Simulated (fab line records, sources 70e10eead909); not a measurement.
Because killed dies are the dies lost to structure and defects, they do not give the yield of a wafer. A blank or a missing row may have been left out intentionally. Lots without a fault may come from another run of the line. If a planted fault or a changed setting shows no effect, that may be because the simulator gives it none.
fab line records | flow nand-harc
record: lots: 13 wafers: 37 last-day: 24
route steps=1159 shown A_SGD_CUT@778 A_SLIT@779 END@1159
lots that met no fault: from a run of the same line without faults
start-h: the number of hours between the record's first day and the start of the first shown wafer of the lot | wait-h: time in hours since the lot's previous step | " unchanged from the row above | L1.1+2: several wafers, shown together as one row | - no value present, or no start provided | * or withheld: withheld | < > ~ a bound
route shown NAME@n: NAME is a module with steps in the file, n the number in the route of the first one | usual: average and standard deviation across the fault-free wafers | same: alike in all rows | chamber/n: place in a boat | sites: readings site by site | _std_site: standard deviation across them | _edge_site: the outer-site mean with the inner-site mean subtracted | radius-mm: for every site, how far away it sits from the centre of the wafer | mask NAME#n: copy n | behind: the most recent tool/chamber to have shaped the wafer | hold: what put the lot on hold/how long, in hours/how the hold closed | device: names the non-switching transistor (n, p or np) | end of line: tests run on the same wafers once the route is complete | for a step that has no rows: nothing shown but its recipe | killed: count of dies lost to structure and defects at first sort (not the wafer's yield) | map: the dies of a wafer, with x for killed, . for not killed, _ for no die there
set.NAME: the setting the step ran with; set.NAME@STEP: the setting that earlier step ran with | model.NAME: the simulator's own value behind a step, which no gauge read
route steps across a sampled set of lots; one table per step, one row per wafer
services: a tool's chamber out of use, with start hour (start-h, from the record's first day; less than 0 if before it), hours out, and reason
== steps ==
step: NHARC_A_SGD_CUT_INSPECT_25
usual: raw-defect-count: 294/85
columns lot.wafer tool chamber start-h wait-h raw-defect-count
L309.2 defect-inspect-02 - 317.64 - 172
L309.4 " - " " 289
L309.6 " - " " 266
L310.4 defect-inspect-01 - 326.67 - 363
L310.5 " - " " 342
L310.6 " - " " 486
L313.3 defect-inspect-02 - 326.82 - 230
L313.5 " - " " 457
L313.6 " - " " 281
L315.1 defect-inspect-02 - 369.22 - 327
L315.2 " - " " 512
L315.3 " - " " 724
L319.1 defect-inspect-01 - 381.68 - 368
L319.2 " - " " 325
L319.6 " - " " 339
L325.2 defect-inspect-01 - 394.07 - 283
L325.3 " - " " 312
L325.6 " - " " 229
L323.1 defect-inspect-02 - 394.07 - 184
L323.3 " - " " 175
L323.5 " - " " 278
L320.2 defect-inspect-02 - 395.16 - 446
L329.2 defect-inspect-02 - 421.32 - 271
L329.3 " - " " 312
L329.5 " - " " 249
L326.2 defect-inspect-01 - 421.35 - 281
L326.3 " - " " 165
L326.5 " - " " 146
L327.3 defect-inspect-01 - 421.38 - 272
L327.5 " - " " 220
L327.6 " - " " 220
L328.2 defect-inspect-02 - 442.68 - 265
L328.4 " - " " 340
L328.5 " - " " 409
L332.1 defect-inspect-01 - 460.32 - 215
L332.5 " - " " 237
L332.6 " - " " 218
step: NHARC_A_SLIT_DEP_25
recipe: target-thk-a: 2000 temp-c: 400 pressure-torr: 6.5 rf-w: 900 teos-flow-sccm: 161.4 flow-sccm: 2650 target-thk-nm: 200 gas: O2 material: SiO2
usual: flow-sccm: 2650/7.4 heater-power-w: 575/90 throttle-valve-pct: 16.1/0.38
columns lot.wafer tool chamber start-h wait-h flow-sccm heater-power-w throttle-valve-pct
L309.2 pecvd-02 0 317.78 0.1 2655 544 16.8
L309.6 " 1 " " 2643 596 16.4
L309.4 " 2 " " 2656 527 16.0
L310.5 pecvd-04 0 326.85 0.2 2655 651 16.2
L310.6 " 1 " " 2656 638 15.5
L310.4 " 2 " " 2637 459 16.2
L313.3 pecvd-01 2 326.93 0.1 2645 489 16.5
L313.5 " 2 " " 2645 483 16.5
L313.6 " 0 " " 2656 645 15.8
L315.2 pecvd-02 1 369.29 0.1 2646 559 16.1
L315.3 " 2 " " 2649 524 16.1
L315.1 " 0 " " 2649 643 16.3
L319.1 pecvd-02 2 381.97 0.3 2651 479 16.5
L319.2 " 1 " " 2629 591 16.2
L319.6 " 1 " " 2653 590 16.3
L325.3 pecvd-04 2 394.13 0.1 2646 454 15.9
L325.2 " 0 " " 2657 573 15.5
L325.6 " 1 " " 2649 631 15.4
L323.3 pecvd-02 2 394.14 0.1 2662 517 16.0
L323.1 " 0 " " 2666 630 16.3
L323.5 " 2 " " 2662 531 16.3
L320.2 pecvd-02 2 395.64 0.5 2649 593 15.9
L329.2 pecvd-04 2 421.39 0.1 2654 441 15.9
L329.3 " 1 " " 2656 721 15.5
L329.5 " 0 " " 2640 613 15.9
L326.3 pecvd-02 0 421.42 0.1 2637 709 16.7
L326.2 " 1 " " 2659 568 16.0
L326.5 " 1 " " 2651 575 16.0
L327.3 pecvd-04 0 421.66 0.3 2656 715 15.6
L327.6 " 2 " " 2642 462 15.6
L327.5 " 0 " " 2650 697 15.5
L328.2 pecvd-04 0 442.79 0.1 2648 551 15.7
L328.4 " 0 " " 2648 582 15.7
L328.5 " 1 " " 2654 748 15.3
L332.1 pecvd-02 1 460.46 0.1 2644 626 16.0
L332.6 " 2 " " 2644 539 16.2
L332.5 " 0 " " 2655 593 16.5
step: NHARC_A_SLIT_ETCH_24
recipe: target-depth-a: 1210 time-s: 60.5 cf4-flow-sccm: 100 chf3-flow-sccm: 30 ar-flow-sccm: 0 rf-w: 500 bias-w: 200 chemistry: CF4/CHF3
usual: chf3-flow-sccm: 30.01/0.084 drypump-motor-current-A: 5.7/0.53 oes-product-au: 0.964/0.015 rf-vpp-V: 370.5/1.9 showerhead-plenum-p-Torr: 1.57/0.049 throttle-valve-pct: 16.801/0.009
columns lot.wafer tool chamber start-h wait-h chf3-flow-sccm drypump-motor-current-A oes-product-au rf-hours-counter-h rf-vpp-V showerhead-plenum-p-Torr throttle-valve-pct
L309.4 rie-diel-12 3 320.96 0.1 30.18 6.2 0.978 8 370.4 1.56 16.806
L309.2 " 1 " " 29.98 6.5 0.985 6 373.5 1.63 16.799
L309.6 " 3 " " 30.03 6.2 0.957 - 370.5 1.56 16.792
L310.4 rie-diel-12 3 330.01 0.1 29.98 6.2 0.974 9 370.2 1.56 16.807
L310.6 " 3 " " 30.02 6.2 0.979 - 368.9 1.56 16.796
L310.5 " 0 " " 29.96 6.0 0.977 - 373.4 1.61 16.792
L313.3 rie-diel-07 3 330.66 0.4 30.10 5.8 0.946 8 369.7 1.52 16.798
L313.5 " 0 " " 30.04 5.2 0.961 - 371.7 1.65 16.791
L313.6 " 1 " " 29.95 5.6 0.936 - 370.5 1.56 16.797
L315.1 rie-diel-12 3 372.97 0.1 30.03 6.2 0.950 12 369.7 1.56 16.816
L315.3 " 1 " " 30.00 6.5 0.989 10 372.4 1.63 16.798
L315.2 " 2 " " 29.97 5.0 0.974 10 369.0 1.55 16.813
L319.2 rie-diel-06 0 385.57 0.1 30.08 5.0 0.993 10 371.1 1.60 16.798
L319.1 " 3 " " 30.06 5.2 0.881 10 371.7 1.61 16.804
L319.6 " 1 " " 30.01 5.7 0.978 - 367.8 1.49 16.785
L325.2 rie-diel-12 1 398.05 0.1 30.10 6.5 0.954 1 374.0 1.63 16.804
L325.3 " 0 " " 29.90 6.0 0.969 1 373.1 1.61 16.800
L325.6 " 2 " " 29.97 4.9 0.962 - 370.2 1.55 16.800
L323.3 rie-diel-06 1 398.30 0.1 30.01 5.7 0.933 11 367.5 1.49 16.821
L323.1 " 3 " " 29.98 5.2 0.877 11 371.9 1.61 16.818
L323.5 " 0 " " 30.13 5.0 0.966 - 370.8 1.59 16.806
L320.2 rie-diel-06 3 399.06 0.1 30.19 5.2 0.872 9 372.5 1.61 16.814
L329.2 rie-diel-07 1 424.74 0.1 29.97 5.6 0.981 1 371.3 1.56 16.793
L329.3 " 0 " " 30.04 5.2 0.956 1 372.3 1.65 16.820
L329.5 " 2 " " 29.89 6.0 0.970 - 369.3 1.49 16.797
L326.3 rie-diel-12 0 424.88 0.1 30.01 6.0 0.975 3 372.1 1.61 16.812
L326.2 " 3 " " 30.06 6.2 0.993 3 370.5 1.56 16.796
L326.5 " 1 " " 29.97 6.5 0.958 - 373.9 1.63 16.809
L327.3 rie-diel-12 0 425.38 0.4 29.93 5.9 0.957 3 373.6 1.61 16.817
L327.6 " 1 " " 30.06 6.5 0.958 - 372.8 1.63 16.799
L327.5 " 2 " " 29.89 5.0 0.962 - 369.9 1.55 16.806
L328.4 rie-diel-12 2 446.71 0.1 29.89 5.0 0.984 5 369.9 1.54 16.812
L328.2 " 1 " " 29.94 6.5 0.952 5 372.7 1.63 16.807
L328.5 " 2 " " 30.01 5.0 0.977 - 369.9 1.55 16.789
L332.1 rie-diel-07 3 465.36 0.1 30.07 5.9 0.965 2 369.0 1.52 16.783
L332.6 " 2 " " 30.03 6.0 0.948 - 368.2 1.49 16.800
L332.5 " 3 " " 30.06 5.9 0.950 - 368.8 1.52 16.805
step: NHARC_A_SLIT_ETCH_29
recipe: target-depth-a: 1000 overetch-a: 100 time-s: 55 ion-energy-ev: 100 cf4-flow-sccm: 80 o2-flow-sccm: 20 ar-flow-sccm: 0 rf-w: 300 bias-w: 100 chemistry: CF4/O2
usual: drypump-motor-current-A: 5.8/0.48 oes-product-au: 1.000/0.012 rf-vpp-V: 197.9/1.2 showerhead-plenum-p-Torr: 1.33/0.045 throttle-valve-pct: 13.397/0.0095
columns lot.wafer tool chamber start-h wait-h drypump-motor-current-A oes-product-au rf-hours-counter-h rf-vpp-V showerhead-plenum-p-Torr throttle-valve-pct
L309.2 rie-diel-06 0 325.56 0.1 5.0 1.020 5 198.1 1.35 13.410
L309.4 " 2 " " 6.1 0.987 5 197.0 1.28 13.410
L309.6 " 0 " " 5.0 1.017 - 196.8 1.35 13.398
L310.4 rie-diel-12 2 332.83 0.1 5.0 1.010 8 196.8 1.31 13.407
L310.5 " 0 " " 6.0 1.018 - 198.0 1.37 13.396
L310.6 " 1 " " 6.5 1.004 - 199.8 1.39 13.392
L313.3 rie-diel-12 2 334.53 0.1 5.0 1.009 8 199.1 1.31 13.395
L313.5 " 0 " " 6.0 1.015 - 198.3 1.37 13.410
L313.6 " 1 " " 6.5 1.014 - 198.2 1.39 13.404
L315.2 rie-diel-07 3 375.92 0.1 5.8 1.016 10 198.2 1.29 13.397
L315.3 " 0 " " 5.2 1.000 9 198.7 1.40 13.386
L315.1 " 1 " " 5.6 1.006 10 197.3 1.33 13.394
L319.2 rie-diel-12 0 389.33 0.1 6.0 0.996 0 198.4 1.37 13.395
L319.1 " 1 " " 6.5 0.982 0 200.4 1.39 13.391
L319.6 " 3 " " 6.2 1.008 - 199.3 1.32 13.383
L325.3 rie-diel-07 2 400.83 0.1 6.0 0.985 11 196.0 1.27 13.411
L325.2 " 0 " " 5.2 1.008 11 198.8 1.40 13.384
L325.6 " 2 " " 6.0 0.991 - 196.9 1.27 13.404
L323.3 rie-diel-12 0 401.08 0.1 6.0 0.979 1 197.6 1.37 13.395
L323.1 " 2 " " 5.0 1.002 1 195.6 1.31 13.407
L323.5 " 1 " " 6.5 0.988 - 199.7 1.39 13.408
L320.2 rie-diel-07 0 402.45 0.1 5.2 0.985 10 198.5 1.40 13.408
L329.3 rie-diel-12 1 427.54 0.1 6.5 0.992 3 198.9 1.39 13.396
L329.2 " 3 " " 6.3 1.001 4 197.1 1.32 13.397
L329.5 " 0 " " 6.0 0.999 - 198.5 1.37 13.387
L326.3 rie-diel-07 2 428.82 0.1 6.0 0.999 1 196.0 1.26 13.397
L326.2 " 0 " " 5.2 1.000 1 199.1 1.40 13.399
L326.5 " 3 " " 5.9 0.995 - 197.5 1.29 13.385
L327.3 rie-diel-12 2 429.21 0.1 5.0 1.005 3 195.4 1.31 13.400
L327.6 " 0 " " 6.0 1.003 - 199.0 1.37 13.397
L327.5 " 1 " " 6.5 0.990 - 197.5 1.39 13.389
L328.4 rie-diel-07 0 449.50 0.1 5.2 1.004 2 199.1 1.40 13.406
L328.2 " 1 " " 5.6 1.007 2 198.0 1.32 13.405
L328.5 " 1 " " 5.6 1.001 - 197.9 1.32 13.405
L332.1 rie-diel-06 2 469.71 0.1 6.1 0.983 3 196.4 1.28 13.382
L332.6 " 2 " " 6.1 0.984 - 198.7 1.28 13.388
L332.5 " 3 " " 5.2 1.014 - 198.8 1.37 13.393
step: NHARC_END_SORT_01
recipe: temp-c: 25
usual: killed-at-array: 27/11 killed-at-other: 0.7/1.1 killed-at-periphery: 3.6/2.4 killed-dies: 32/11 killed-open: 3.3/1.8 killed-short: 2.1/1.5
same: gross-dies: 677
columns lot.wafer tool chamber start-h wait-h killed-at-array killed-at-other killed-at-periphery killed-dies killed-open killed-short
L320.2 prober-01 0 559.00 2.8 50 0 4 54 6 4
killed by level:class
L320.2 A_CHANNEL_HOLE_D1:chamber-film-flake=24 A_SLIT:chamber-film-flake=14 A_CONTACT:geometric-particle:open=2 P_STI:chamber-film-flake=2 A_STAIRCASE:chamber-film-flake=2 A_CONTACT:chamber-film-flake=2 P_GATE:geometric-particle:open=1 P_CONTACT:geometric-particle:open=1
== services ==
columns tool chamber start-h hours kind
rie-diel-12 0 309.49 - clean
rie-diel-12 1 309.49 - clean
rie-diel-12 2 309.49 - clean
rie-diel-12 3 309.49 - clean
rie-diel-12 0 333.99 - clean
rie-diel-12 1 333.99 - clean
rie-diel-12 2 333.99 - clean
rie-diel-12 3 333.99 - clean
pecvd-02 - 334.29 13.0 pm
rie-diel-12 0 358.49 - clean
rie-diel-12 1 358.49 - clean
rie-diel-12 2 358.49 - clean
rie-diel-12 3 358.49 - clean
pecvd-04 1 362.13 5.7 repair
rie-diel-12 0 369.42 7.2 repair
pecvd-04 - 376.36 13.0 pm
rie-diel-12 - 379.43 9.0 pm
rie-diel-07 - 405.20 9.0 pm
rie-diel-06 - 418.20 9.0 pm
pecvd-01 - 418.32 13.0 pm
pecvd-02 - 422.12 0.9 repair
rie-diel-06 - 445.41 0.3 repair
rie-diel-07 - 450.29 0.4 repair
rie-diel-12 0 456.85 7.4 repair
== key ==
first-sign: step: NHARC_A_SLIT_ETCH_24 reading: oes-product-au direction: down sigmas: 5.9 usual: 0.964 struck: 0.876
effect none on later readings
met-at NHARC_A_SLIT_ETCH_24
struck-lots L319,L320,L323
struck-wafers L319.1,L320.2,L323.1
tester-left-out L319,L320,L323
not-acting-at NHARC_A_SGD_CUT_INSPECT_25,NHARC_A_SLIT_DEP_25,NHARC_A_SLIT_ETCH_29
fault: kind: process-parameter-drift tool: rie-diel-06 chamber: 3 onset-h: 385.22 steps: NHARC_A_SLIT_ETCH_24 channel: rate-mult offset: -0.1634 shape: step end-h: 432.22
tester-left-out: of these lots the tester's yield and bins aren't shown, on N5 and GAA mostly nor the transistor test; their killed dies are dies lost to structure and defects alone, not to doping, threshold or leakage, so they don't give the yield
